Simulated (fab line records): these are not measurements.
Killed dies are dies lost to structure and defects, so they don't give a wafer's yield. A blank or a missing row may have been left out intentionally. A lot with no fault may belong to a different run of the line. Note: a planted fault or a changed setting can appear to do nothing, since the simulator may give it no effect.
Chamber matching :: flow n5-finfet :: N5_ILD0_CMP_07 on cmp-01 has 4 sister chambers
The step polishes SiO2 flowable, stops on poly-Si, t overpolish 1.18 s, target thk 138.88 nm. 14 wafers are shown with their chamber, then 7 later ones without.

WAFERS PAIRED WITH THEIR CHAMBERS
wafer: L076.1
chamber: 2
motor-current-A (A): 13.6
head-pressure-psi (psi): 4.148

wafer: L076.3
chamber: 0
motor-current-A (A): 12.8
head-pressure-psi (psi): 4.157

wafer: L076.6
chamber: 3
motor-current-A (A): 12.2
head-pressure-psi (psi): 4.142

wafer: L083.1
chamber: 2
motor-current-A (A): 13.6
head-pressure-psi (psi): 4.147

wafer: L083.4
chamber: 1
motor-current-A (A): 11.6
head-pressure-psi (psi): 4.151

wafer: L083.5
chamber: 2
motor-current-A (A): 13.7
head-pressure-psi (psi): 4.172

wafer: L084.1
chamber: 2
motor-current-A (A): 13.8
head-pressure-psi (psi): 4.137

wafer: L084.5
chamber: 2
motor-current-A (A): 13.7
head-pressure-psi (psi): 4.144

wafer: L084.6
chamber: 3
motor-current-A (A): 11.3
head-pressure-psi (psi): 4.167

wafer: L087.1
chamber: 0
motor-current-A (A): 13.2
head-pressure-psi (psi): 4.153

wafer: L087.5
chamber: 0
motor-current-A (A): 12.6
head-pressure-psi (psi): 4.150

wafer: L087.6
chamber: 3
motor-current-A (A): 11.8
head-pressure-psi (psi): 4.150

wafer: L092.4
chamber: 3
motor-current-A (A): 12.1
head-pressure-psi (psi): 4.138

wafer: L092.5
chamber: 3
motor-current-A (A): 11.0
head-pressure-psi (psi): 4.146

SIGNATURES (averages over the wafers above)
reading: motor-current-A
chamber 0: 12.867
chamber 1: 11.600
chamber 2: 13.680
chamber 3: 11.680
scatter within a chamber: 0.358

reading: head-pressure-psi
chamber 0: 4.15333
chamber 1: 4.15100
chamber 2: 4.14960
chamber 3: 4.14860
scatter within a chamber: 0.0111
Rule: a wafer lies at a distance from a chamber equal to the root of the sum of squares, over the readings, of (its reading less the chamber's mean, divided by the reading's scatter). The wafer belongs to the nearest chamber; if the next one is less than 2 further off, it can't be placed. How the scatter is found: for the shown wafers, subtract from each reading the mean of its chamber, square and add these, divide the total by (wafers less chambers), then take the root.

WAFERS WITHOUT THEIR CHAMBER
wafer: L092.6
motor-current-A (A): 12.3
head-pressure-psi (psi): 4.160

wafer: L096.1
motor-current-A (A): 11.7
head-pressure-psi (psi): 4.129

wafer: L096.5
motor-current-A (A): 11.9
head-pressure-psi (psi): 4.158

wafer: L096.6
motor-current-A (A): 12.0
head-pressure-psi (psi): 4.137

wafer: L097.1
motor-current-A (A): 12.0
head-pressure-psi (psi): 4.146

wafer: L097.3
motor-current-A (A): 11.7
head-pressure-psi (psi): 4.150

wafer: L097.5
motor-current-A (A): 11.8
head-pressure-psi (psi): 4.142

WHICH CHAMBER EACH ONE RAN IN
wafer: L092.6
from the rows above: can't be placed: 0 or 3 or 1
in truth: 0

wafer: L096.1
from the rows above: can't be placed: 3 or 1
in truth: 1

wafer: L096.5
from the rows above: can't be placed: 3 or 1 or 0
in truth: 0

wafer: L096.6
from the rows above: can't be placed: 3 or 1 or 0
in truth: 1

wafer: L097.1
from the rows above: can't be placed: 3 or 1 or 0
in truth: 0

wafer: L097.3
from the rows above: can't be placed: 3 or 1
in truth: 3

wafer: L097.5
from the rows above: can't be placed: 3 or 1
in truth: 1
0 of 7 placed correctly. These rows do not allow placing 7 (true chamber among the candidates in 7). Placed wrongly: 0.
